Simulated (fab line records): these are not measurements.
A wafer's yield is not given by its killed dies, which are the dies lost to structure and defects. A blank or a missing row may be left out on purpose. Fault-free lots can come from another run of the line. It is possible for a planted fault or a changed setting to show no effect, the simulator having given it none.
Matching of chambers ; flow nandHarc ; 4 sister chambers for NHARC_A_BLC_STRIP_29 on rieDiel-01
The step strips in CF4. 16 wafers are shown with their chamber, then 8 later ones without.

WAFERS, EACH WITH ITS CHAMBER
wafer;chamber;drypumpMotorCurrentA (A);rfVppV (V);oesProductAu (a.u.)
L080.1;1;5.2;58.1;0.994
L080.4;3;5.8;58.8;0.997
L080.5;2;5.7;60.0;0.986
L084.1;2;5.7;59.6;0.996
L084.3;0;4.9;58.8;1.005
L084.6;3;5.8;58.3;0.999
L081.4;0;4.9;57.7;1.003
L081.5;3;5.8;59.6;0.996
L081.6;2;5.6;60.0;0.987
L085.3;3;5.8;59.2;1.000
L085.4;0;4.9;59.6;1.007
L085.6;0;4.9;58.8;0.995
L087.1;0;4.9;59.3;1.001
L087.3;2;5.7;61.6;0.989
L087.5;0;4.9;57.3;0.988
L089.1;2;5.7;59.7;0.999

SIGNATURES (means of the wafers above)
reading;chamber 0;chamber 1;chamber 2;chamber 3;scatter within a chamber
drypumpMotorCurrentA;4.900;5.200;5.680;5.800;0.0258
rfVppV;58.583;58.100;60.180;58.975;0.798
oesProductAu;0.99983;0.99400;0.99140;0.99800;0.00574
Rule: a wafer lies at a distance from a chamber equal to the root of the sum of squares, over the readings, of (its reading less the chamber's mean, divided by the reading's scatter). The wafer belongs to the nearest chamber; if the next one is less than 2 further off, it can't be placed. The scatter is the square root of a quotient: the sum, over the shown wafers, of each reading's squared deviation from its chamber's mean, divided by wafers minus chambers.

WAFERS MISSING THEIR CHAMBER
wafer;drypumpMotorCurrentA (A);rfVppV (V);oesProductAu (a.u.)
L089.2;4.9;59.1;1.003
L089.5;5.7;60.3;0.990
L094.1;4.9;59.0;0.988
L094.4;5.2;58.6;1.003
L094.6;5.7;60.0;0.977
L097.1;5.2;59.0;1.009
L097.2;5.8;58.4;1.019
L097.6;5.8;57.9;1.023

WHICH CHAMBER EACH WENT THROUGH
wafer;from the rows above;in truth
L089.2;0;0
L089.5;2;2
L094.1;0;0
L094.4;1;1
L094.6;2;2
L097.1;1;1
L097.2;3;3
L097.6;3;3
Correctly placed: 8 of 8. Can't be placed from these rows: 0. Wrongly placed: 0.
